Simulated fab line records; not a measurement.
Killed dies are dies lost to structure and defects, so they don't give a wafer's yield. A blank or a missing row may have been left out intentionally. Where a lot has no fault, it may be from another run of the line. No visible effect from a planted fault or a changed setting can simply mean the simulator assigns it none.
What tool caused it? | flow nand harc | 24 lots with 72 wafers sampled at 6 steps, on a route of 1159 steps

WHAT THE GAUGES SHOWED, per wafer
NHARC_A_SOURCE_PLATE_THK_MEAS_06: measures by ellipsometry.
lot  | measured     | on            | thk nm (nm)
L074 | day 7 12:22  | film metro-01 | 201.6 201.8 201.9
L075 | day 8 04:02  | film metro-02 | 204.8 202.0 201.7
L076 | day 8 04:02  | film metro-01 | 199.4 196.1 198.6
L077 | day 8 04:02  | film metro-01 | 200.2 201.1 199.8
L078 | day 8 13:29  | film metro-01 | 194.7 198.3 200.0
L079 | day 8 19:40  | film metro-01 | 199.3 198.3 198.2
L080 | day 8 23:14  | film metro-01 | 197.7 200.1 197.1
L081 | day 8 23:14  | film metro-02 | 200.4 201.8 201.2
L083 | day 9 15:10  | film metro-01 | 197.9 198.0 202.4
L084 | day 9 15:10  | film metro-01 | 199.6 197.3 198.4
L082 | day 9 15:10  | film metro-02 | 198.6 196.2 198.9
L085 | day 10 08:31 | film metro-02 | 200.8 199.8 200.7
L087 | day 10 17:59 | film metro-02 | 199.5 200.3 200.0
L086 | day 10 17:59 | film metro-01 | 199.0 198.4 200.2
L088 | day 11 11:58 | film metro-02 | 196.6 197.9 198.0
L089 | day 11 14:56 | film metro-01 | 201.3 199.7 202.7
L090 | day 11 14:56 | film metro-01 | 201.6 203.7 201.0
L091 | day 11 14:56 | film metro-02 | 200.3 204.3 200.2
L092 | day 11 21:30 | film metro-02 | 199.3 201.1 201.3
L093 | day 11 21:30 | film metro-01 | 200.1 199.6 200.1
L094 | day 12 20:58 | film metro-02 | 198.2 198.5 200.4
L095 | day 12 20:58 | film metro-01 | 202.7 203.4 200.6
L096 | day 12 20:57 | film metro-02 | 200.9 202.9 200.1
L097 | day 12 20:58 | film metro-01 | 200.1 201.5 198.5

NHARC_A_ONON_D1_THK_MEAS_08: measures by ellipsometry.
lot  | measured     | on            | thk nm (nm)
L074 | day 7 14:10  | film metro-01 | 981 983 982
L075 | day 8 05:50  | film metro-02 | 1011 1013 1013
L076 | day 8 05:50  | film metro-02 | 1011 1012 1010
L077 | day 8 05:50  | film metro-01 | 1011 1011 1011
L078 | day 8 15:32  | film metro-02 | 1011 1013 1011
L079 | day 8 21:29  | film metro-02 | 1000 1000 1000
L080 | day 9 01:00  | film metro-01 | 1008 1007 1006
L081 | day 9 01:01  | film metro-02 | 1026 1027 1026
L083 | day 9 17:17  | film metro-01 | 1000 1002 1001
L084 | day 9 16:56  | film metro-02 | 1004 1004 1006
L082 | day 9 17:04  | film metro-01 | 1009 1006 1008
L085 | day 10 10:17 | film metro-02 | 990 991 991
L087 | day 10 19:47 | film metro-01 | 1005 1006 1005
L086 | day 10 19:48 | film metro-02 | 996 996 993
L088 | day 11 13:45 | film metro-01 | 1008 1006 1005
L089 | day 11 16:46 | film metro-01 | 997 998 997
L090 | day 11 16:43 | film metro-02 | 996 996 996
L091 | day 11 16:46 | film metro-02 | 1015 1015 1014
L092 | day 11 23:20 | film metro-01 | 1015 1015 1016
L093 | day 11 23:19 | film metro-01 | 994 994 993
L094 | day 12 22:45 | film metro-02 | 986 985 986
L095 | day 12 22:51 | film metro-02 | 1001 1000 1000
L096 | day 12 22:47 | film metro-02 | 1007 1006 1007
L097 | day 12 23:06 | film metro-02 | 987 987 989

NHARC_A_CHANNEL_HOLE_D1_CD_MEAS_10 targets a cd of 100 nm.
lot  | measured     | on        | cd nm (nm)
L074 | day 8 05:28  | cd sem-02 | 100.2 99.6 100.1
L075 | day 8 21:06  | cd sem-03 | 99.8 100.2 99.5
L076 | day 8 21:30  | cd sem-03 | 99.9 99.5 100.3
L077 | day 8 20:09  | cd sem-02 | 99.9 100.6 101.1
L078 | day 9 06:29  | cd sem-01 | 99.6 99.2 99.5
L079 | day 9 11:13  | cd sem-02 | 100.8 99.2 98.5
L080 | day 9 14:38  | cd sem-03 | 99.7 99.7 99.4
L081 | day 9 14:50  | cd sem-01 | 100.4 100.3 100.9
L083 | day 10 08:10 | cd sem-03 | 98.7 100.0 100.4
L084 | day 10 08:26 | cd sem-02 | 100.1 99.4 100.8
L082 | day 10 06:51 | cd sem-01 | 100.1 99.9 100.1
L085 | day 11 02:22 | cd sem-02 | 99.8 100.0 99.8
L087 | day 11 10:29 | cd sem-01 | 99.6 99.3 99.7
L086 | day 11 10:44 | cd sem-03 | 100.1 100.1 100.9
L088 | day 12 06:54 | cd sem-01 | 100.2 99.8 100.4
L089 | day 12 08:55 | cd sem-03 | 99.8 100.1 99.8
L090 | day 12 06:32 | cd sem-03 | 99.4 100.0 100.0
L091 | day 12 07:03 | cd sem-01 | 100.2 100.1 98.7
L092 | day 12 14:21 | cd sem-01 | 99.5 100.2 100.6
L093 | day 12 16:04 | cd sem-03 | 99.4 100.7 99.0
L094 | day 13 15:50 | cd sem-02 | 99.5 99.4 100.3
L095 | day 13 17:50 | cd sem-02 | 100.8 99.5 99.8
L096 | day 13 14:59 | cd sem-01 | 99.9 100.9 99.3
L097 | day 13 17:06 | cd sem-01 | 100.9 100.3 101.2

WHAT TOOL EACH LOT RAN ON (gives the tool, then ch and the chambers of the sampled wafers, and finally the start)
lot  | NHARC_P_BONDPAD_ETCH_12                       | NHARC_P_BONDPAD_PVD_27                  | NHARC_A_CHANNEL_HOLE_D1_DEP_01
L074 | rie diel-05 ch 2,3, day 7 12:22 or earlier    | pvd sputter-02, day 7 12:22 or earlier  | pecvd-04 ch 1,2, day 8 04:46
L075 | rie diel-02 ch 0,1,3, day 8 04:02 or earlier  | pvd sputter-01, day 8 04:02 or earlier  | pecvd-03 ch 0,2, day 8 20:25
L076 | rie diel-02 ch 0,1, day 8 04:02 or earlier    | pvd sputter-01, day 8 04:02 or earlier  | pecvd-01 ch 0,1,2, day 8 20:47
L077 | rie diel-02 ch 0,2,3, day 8 04:02 or earlier  | pvd sputter-01, day 8 04:02 or earlier  | pecvd-01 ch 1,2, day 8 19:25
L078 | rie diel-05 ch 0,2,3, day 8 13:29 or earlier  | pvd sputter-01, day 8 13:29 or earlier  | pecvd-03 ch 0,1, day 9 05:46
L079 | rie diel-02 ch 0,1,3, day 8 19:40 or earlier  | pvd sputter-02, day 8 19:40 or earlier  | pecvd-03 ch 0,2, day 9 10:39
L080 | rie diel-02 ch 1,2,3, day 8 23:14 or earlier  | pvd sputter-02, day 8 23:14 or earlier  | pecvd-03 ch 1,2, day 9 14:02
L081 | rie diel-02 ch 0,1,3, day 8 23:14 or earlier  | pvd sputter-02, day 8 23:14 or earlier  | pecvd-01 ch 0,2, day 9 14:08
L083 | rie diel-02 ch 0,3, day 9 15:10 or earlier    | pvd sputter-03, day 9 15:10 or earlier  | pecvd-03 ch 1,2, day 10 07:36
L084 | rie diel-02 ch 0,3, day 9 15:10 or earlier    | pvd sputter-02, day 9 15:10 or earlier  | pecvd-04 ch 0,2, day 10 07:43
L082 | rie diel-02 ch 0,1,3, day 9 15:10 or earlier  | pvd sputter-03, day 9 15:10 or earlier  | pecvd-03 ch 0,1, day 10 06:07
L085 | rie diel-02 ch 0,1,2, day 10 08:31 or earlier | pvd sputter-03, day 10 08:31 or earlier | pecvd-03 ch 0,2, day 11 01:34
L087 | rie diel-02 ch 1,3, day 10 17:59 or earlier   | pvd sputter-01, day 10 17:59 or earlier | pecvd-03 ch 0,2, day 11 09:43
L086 | rie diel-02 ch 0,2, day 10 17:59 or earlier   | pvd sputter-03, day 10 17:59 or earlier | pecvd-03 ch 0,2, day 11 09:56
L088 | rie diel-02 ch 0,2,3, day 11 11:58 or earlier | pvd sputter-03, day 11 11:58 or earlier | pecvd-01 ch 0,1,2, day 12 06:12
L089 | rie diel-02 ch 1,3, day 11 14:56 or earlier   | pvd sputter-02, day 11 14:56 or earlier | pecvd-04 ch 0,2, day 12 08:05
L090 | rie diel-02 ch 0,2,3, day 11 14:56 or earlier | pvd sputter-03, day 11 14:56 or earlier | pecvd-04 ch 0,2, day 12 05:44
L091 | rie diel-11 ch 0,1,3, day 11 14:56 or earlier | pvd sputter-02, day 11 14:56 or earlier | pecvd-03 ch 0,1,2, day 12 06:22
L092 | rie diel-02 ch 1,2,3, day 11 21:30 or earlier | pvd sputter-02, day 11 21:30 or earlier | pecvd-04 ch 0,2, day 12 13:32
L093 | rie diel-11 ch 0,1,2, day 11 21:30 or earlier | pvd sputter-02, day 11 21:30 or earlier | pecvd-01 ch 0,1, day 12 15:20
L094 | rie diel-02 ch 0,1,2, day 12 20:58 or earlier | pvd sputter-01, day 12 20:58 or earlier | pecvd-04 ch 0,1, day 13 15:16
L095 | rie diel-05 ch 0,2,3, day 12 20:58 or earlier | pvd sputter-02, day 12 20:58 or earlier | pecvd-01 ch 0,2, day 13 17:12
L096 | rie diel-05 ch 1,3, day 12 20:57 or earlier   | pvd sputter-01, day 12 20:57 or earlier | pecvd-04 ch 0,1,2, day 13 14:19
L097 | rie diel-11 ch 1,2, day 12 20:58 or earlier   | pvd sputter-02, day 12 20:58 or earlier | pecvd-01 ch 0, day 13 16:17
- NHARC_P_BONDPAD_ETCH_12: etches the open film in CHF3/O2, target depth 200 nm, time 100 s.
- NHARC_P_BONDPAD_PVD_27: deposits Cu, target thk 30 nm, time 20.49 s.
- NHARC_A_CHANNEL_HOLE_D1_DEP_01: deposits SiON, target thk 140 nm.

WHAT THE TOOLS THEMSELVES READ (means of the sampled wafers that have a number; where no wafer has one, the mark that the record gives instead)
NHARC_P_BONDPAD_ETCH_12.
lot  | tool        | drypump motor current A (A) | oes product au (a.u.) | rf vpp V (V) | showerhead plenum p Torr (Torr) | throttle valve pct (%)
L074 | rie diel-05 | 6.4                         | 0.934                 | 368.8        | 2.28                            | 20.578
L075 | rie diel-02 | 5.6                         | 0.925                 | 371.4        | 2.42                            | 20.566
L076 | rie diel-02 | 5.1                         | 0.981                 | 369.1        | 2.35                            | 20.566
L077 | rie diel-02 | 5.9                         | 0.924                 | 371.0        | 2.43                            | 20.566
L078 | rie diel-05 | 5.8                         | 0.925                 | 368.6        | 2.32                            | 20.579
L079 | rie diel-02 | 5.6                         | 0.968                 | 371.0        | 2.42                            | 20.575
L080 | rie diel-02 | 6.0                         | 0.951                 | 372.9        | 2.50                            | 20.574
L081 | rie diel-02 | 5.6                         | 0.943                 | 371.0        | 2.42                            | 20.579
L083 | rie diel-02 | 5.5                         | 0.960                 | 369.3        | 2.34                            | 20.580
L084 | rie diel-02 | 5.5                         | 0.966                 | 369.0        | 2.34                            | 20.572
L082 | rie diel-02 | 5.6                         | 0.927                 | 370.7        | 2.42                            | 20.575
L085 | rie diel-02 | 5.5                         | 0.924                 | 371.1        | 2.44                            | 20.566
L087 | rie diel-02 | 5.7                         | 0.927                 | 372.7        | 2.49                            | 20.565
L086 | rie diel-02 | 5.8                         | 0.966                 | 371.4        | 2.45                            | 20.575
L088 | rie diel-02 | 5.9                         | 0.931                 | 370.2        | 2.42                            | 20.578
L089 | rie diel-02 | 5.7                         | 0.931                 | 372.4        | 2.49                            | 20.573
L090 | rie diel-02 | 5.9                         | 0.980                 | 371.1        | 2.42                            | 20.575
L091 | rie diel-11 | 6.1                         | 0.924                 | 370.8        | 2.38                            | 20.567
L092 | rie diel-02 | 6.0                         | 0.955                 | 372.7        | 2.50                            | 20.567
L093 | rie diel-11 | 5.9                         | 0.918                 | 371.8        | 2.48                            | 20.574
L094 | rie diel-02 | 5.5                         | 0.929                 | 371.3        | 2.44                            | 20.574
L095 | rie diel-05 | 5.8                         | 0.975                 | 368.5        | 2.31                            | 20.566
L096 | rie diel-05 | 6.0                         | 0.967                 | 368.2        | 2.33                            | 20.572
L097 | rie diel-11 | 5.8                         | 0.919                 | 373.9        | 2.58                            | 20.577

NHARC_P_BONDPAD_PVD_27.
lot  | tool           | throttle valve pct (%)
L074 | pvd sputter-02 | 32.3
L075 | pvd sputter-01 | 30.0
L076 | pvd sputter-01 | 30.0
L077 | pvd sputter-01 | 31.0
L078 | pvd sputter-01 | 29.7
L079 | pvd sputter-02 | 30.3
L080 | pvd sputter-02 | 29.8
L081 | pvd sputter-02 | 30.3
L083 | pvd sputter-03 | 29.6
L084 | pvd sputter-02 | 29.9
L082 | pvd sputter-03 | 30.0
L085 | pvd sputter-03 | 29.5
L087 | pvd sputter-01 | 29.9
L086 | pvd sputter-03 | 30.1
L088 | pvd sputter-03 | 29.3
L089 | pvd sputter-02 | 30.2
L090 | pvd sputter-03 | 28.7
L091 | pvd sputter-02 | 30.5
L092 | pvd sputter-02 | 30.2
L093 | pvd sputter-02 | 30.1
L094 | pvd sputter-01 | 29.8
L095 | pvd sputter-02 | 31.6
L096 | pvd sputter-01 | 29.9
L097 | pvd sputter-02 | 30.7

NHARC_A_CHANNEL_HOLE_D1_DEP_01.
lot  | tool     | heater power w (W) | susceptor temp C (C)
L074 | pecvd-04 | 775                | 399.87
L075 | pecvd-03 | 719                | 399.96
L076 | pecvd-01 | 712                | 399.90
L077 | pecvd-01 | 625                | 399.64
L078 | pecvd-03 | 754                | 400.14
L079 | pecvd-03 | 799                | 400.04
L080 | pecvd-03 | 688                | 399.82
L081 | pecvd-01 | 691                | 400.05
L083 | pecvd-03 | 792                | 400.11
L084 | pecvd-04 | 669                | 399.88
L082 | pecvd-03 | 775                | 399.82
L085 | pecvd-03 | 794                | 400.11
L087 | pecvd-03 | 770                | 399.89
L086 | pecvd-03 | 819                | 400.18
L088 | pecvd-01 | 716                | 399.98
L089 | pecvd-04 | 724                | 400.26
L090 | pecvd-04 | 757                | 399.96
L091 | pecvd-03 | 761                | 400.02
L092 | pecvd-04 | 714                | 400.00
L093 | pecvd-01 | 784                | 400.08
L094 | pecvd-04 | 800                | 400.17
L095 | pecvd-01 | 738                | 400.08
L096 | pecvd-04 | 780                | 400.09
L097 | pecvd-01 | 931                | 400.28

THE ANSWER, worked out from the rows above alone
Rule: usual is defined by the lots themselves. Put in order of their means at a reading, lots are off if they are a third of the lots or fewer, leave a main group of 4 or more, and stand apart from it by a gap of 3 or more times the standard deviation of the main group's means; of several such gaps the widest counts. Not used: any main group whose means are identical at the precision the tables above print for the reading. A lot without any number at a reading at which 4 lots or more have one is off too. Where the step has rows for the other lots, those lots are counted as sound. Order of review: gauges by route order, followed by the tools' own readings, for which a lot's mean as printed above is used. At the first step where some lot is off, the reading lying furthest off is the one used; lots without a number count as furthest.
None of the lots is off at any reading shown; this tells nothing.

WHAT THE SIMULATOR HAD PUT IN
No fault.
